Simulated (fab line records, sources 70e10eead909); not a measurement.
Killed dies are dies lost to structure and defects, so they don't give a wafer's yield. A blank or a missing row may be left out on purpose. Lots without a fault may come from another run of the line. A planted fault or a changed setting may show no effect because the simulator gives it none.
A struck lot beside a sound one | flow nand_harc | 36 steps out of a route of 1302
Sound: wafers L893.1, L893.3, L893.5. Struck: wafers L890.1, L890.6. (L890.5 of the same lot was not struck and is left out.) The cause comes at the end.
At each step with rows: each side's tool, then ch and its chambers, then its first start. Under that, the readings that differ: sound wafers | struck wafers | difference of the means | sigmas: that difference in standard deviations of wafers without a fault.
alike: readings whose means differ by less than 2 such deviations, and words and numbers that are the same on both sides. not compared: withheld readings, readings that some wafer has no value for, bounds like >300 that may hide the same value, and numbers for which the record gives no deviation and whose values overlap.
The two part at a step that has a row with sigmas, a row that says differs or no value, or rows on one side only. Numbers that don't overlap but have no deviation are shown without sigmas and don't part them. A reading that every wafer of one side lacks parts them only if that side has two wafers or more.

NHARC_P_START_INSPECT_01:
  sound on defect_inspect-01, day 7 06:02; struck on defect_inspect-02, day 6 00:02
  alike: raw_defect_count
then, 2 steps without rows for these wafers: NHARC_P_ZERO_WELL_PRECLEAN_00 (cleans in SPM, time 600 s); NHARC_P_ZERO_WELL_SRD_01.
NHARC_P_ZERO_WELL_PECVD_02: deposits SiO2, target thk 10 nm.
  sound on pecvd-01 ch 1,2, day 7 06:27; struck on pecvd-03 ch 1,2, day 6 00:29
then, 9 steps without rows for these wafers: NHARC_P_ZERO_WELL_DEHYDRATE_03 (time 120 s); NHARC_P_ZERO_WELL_HMDS_04 (time 30 s); NHARC_P_ZERO_WELL_COAT_64 (time 65 s); NHARC_P_ZERO_WELL_COAT_05 (resist thk 600 nm); NHARC_P_ZERO_WELL_SOFTBAKE_06 (time 70 s); NHARC_P_ZERO_WELL_EBR_07; NHARC_P_ZERO_WELL_EXPOSE_08 (exposes mask P ZERO, target cd 500 nm); NHARC_P_ZERO_WELL_PEB_09 (peb time 80 s); NHARC_P_ZERO_WELL_DEVELOP_10 (time 50 s).
NHARC_P_ZERO_WELL_CD_MEAS_11: target cd 500 nm.
  sound on cd_sem-03 ch 0, day 7 07:14; struck on cd_sem-02 ch 0, day 6 01:14
  alike: cd_nm
then, 1 step without rows for these wafers: NHARC_P_ZERO_WELL_HARDBAKE_12 (time 65 s).
NHARC_P_ZERO_WELL_DESCUM_13: chemistry O2, time 3 s.
  sound on rie_diel-13 ch 0,2,3, day 7 07:25; struck on rie_diel-02 ch 0,2, day 6 01:25
  reading                        | sound             | struck      | difference | sigmas
  chamber_pressure_mTorr (mTorr) | 59.96 60.05 60.00 | 62.63 60.00 | +1.31      | +6
  alike: drypump_motor_current_A, oes_product_au, rf_vpp_V, showerhead_plenum_p_Torr, throttle_valve_pct
  not compared: rf_hours_counter_h
NHARC_P_ZERO_WELL_ETCH_65: etches the open film in N2/H2, target depth 80 nm, overetch 24 nm, time 87.88 s.
  sound on rie_diel-13 ch 0,1,3, day 7 07:29; struck on rie_diel-02 ch 2,3, day 6 01:29
  alike: chamber_pressure_mTorr, drypump_motor_current_A, oes_product_au, rf_fwd_power_W, rf_vpp_V, showerhead_plenum_p_Torr, throttle_valve_pct
  not compared: rf_hours_counter_h
NHARC_P_ZERO_WELL_ETCH_62: etches the open film in CHF3/Ar, target depth 13 nm, time 6.5 s.
  sound on rie_diel-13 ch 0,3; struck on rie_diel-02 ch 0,1
  alike: chamber_pressure_mTorr, drypump_motor_current_A, oes_product_au, rf_fwd_power_W, rf_vpp_V, showerhead_plenum_p_Torr, throttle_valve_pct
  not compared: rf_hours_counter_h
NHARC_P_ZERO_WELL_ETCH_63: etches the open film in HBr/Cl2, target depth 120 nm, time 40.1 s.
  sound on rie_si-01 ch 0,1,2, day 7 07:42; struck on rie_si-05 ch 1,3, day 6 01:41
  alike: chamber_pressure_mTorr, drypump_motor_current_A, oes_product_au, rf_fwd_power_W, throttle_valve_pct
  not compared: rf_hours_counter_h
then, 9 steps without rows for these wafers: NHARC_P_ZERO_WELL_STRIP_15 (strips in SPM, time 900 s); NHARC_P_ZERO_WELL_DEHYDRATE_16 (time 120 s); NHARC_P_ZERO_WELL_HMDS_17 (time 30 s); NHARC_P_ZERO_WELL_COAT_18; NHARC_P_ZERO_WELL_SOFTBAKE_19 (time 95 s); NHARC_P_ZERO_WELL_EBR_20; NHARC_P_ZERO_WELL_EXPOSE_21 (exposes mask P NWELL, target cd 720 nm); NHARC_P_ZERO_WELL_PEB_22 (peb time 85 s); NHARC_P_ZERO_WELL_DEVELOP_23 (time 70 s).
NHARC_P_ZERO_WELL_CD_MEAS_24: target cd 720 nm.
  sound on cd_sem-03 ch 0, day 7 08:36; struck on cd_sem-03 ch 0, day 6 02:38
  alike: cd_nm
then, 1 step without rows for these wafers: NHARC_P_ZERO_WELL_HARDBAKE_25 (time 80 s).
NHARC_P_ZERO_WELL_DESCUM_26: chemistry O2, time 3 s.
  sound on rie_diel-01 ch 1,3, day 7 08:47; struck on rie_diel-02 ch 1,3, day 6 02:50
  reading      | sound          | struck    | difference | sigmas
  rf_vpp_V (V) | 56.8 58.0 58.8 | 59.3 60.0 | +1.8       | +2
  alike: chamber_pressure_mTorr, drypump_motor_current_A, oes_product_au, showerhead_plenum_p_Torr, throttle_valve_pct
  not compared: rf_hours_counter_h
then, 2 steps without rows for these wafers: NHARC_P_ZERO_WELL_IMPLANT_27; NHARC_P_ZERO_WELL_IMPLANT_57.
NHARC_P_ZERO_WELL_INSPECT_43:
  sound on defect_inspect-01, day 7 13:29; struck on defect_inspect-02, day 6 08:06
  reading          | sound | struck  | difference | sigmas
  raw_defect_count | 9 6 9 | 568 581 | +566       | +93
NHARC_P_STI_INSPECT_11:
  sound on defect_inspect-01, day 8 05:11; struck on defect_inspect-02, day 6 23:17
  reading          | sound  | struck  | difference | sigmas
  raw_defect_count | 2 6 10 | 573 565 | +563       | +99 or more
-- the record jumps here: 22 days lie between the struck wafers' starts before and after (it left off in module P_STI and takes up again in module END, whose first step shown is number 1302 of the route) --
NHARC_END_SORT_01:
  sound on prober-02 ch 0, day 30 00:18; struck on prober-02 ch 0, day 28 18:23
  reading             | sound    | struck  | difference | sigmas
  killed_at_periphery | 6 5 3    | 87 84   | +81        | +34
  killed_dies         | 46 50 43 | 152 136 | +98        | +5
  alike: killed_at_array, killed_at_other, killed_open, killed_short

WHERE THEY PART
First at NHARC_P_ZERO_WELL_DESCUM_13; last, within this record, at NHARC_END_SORT_01.

WHY: what the simulator had put in
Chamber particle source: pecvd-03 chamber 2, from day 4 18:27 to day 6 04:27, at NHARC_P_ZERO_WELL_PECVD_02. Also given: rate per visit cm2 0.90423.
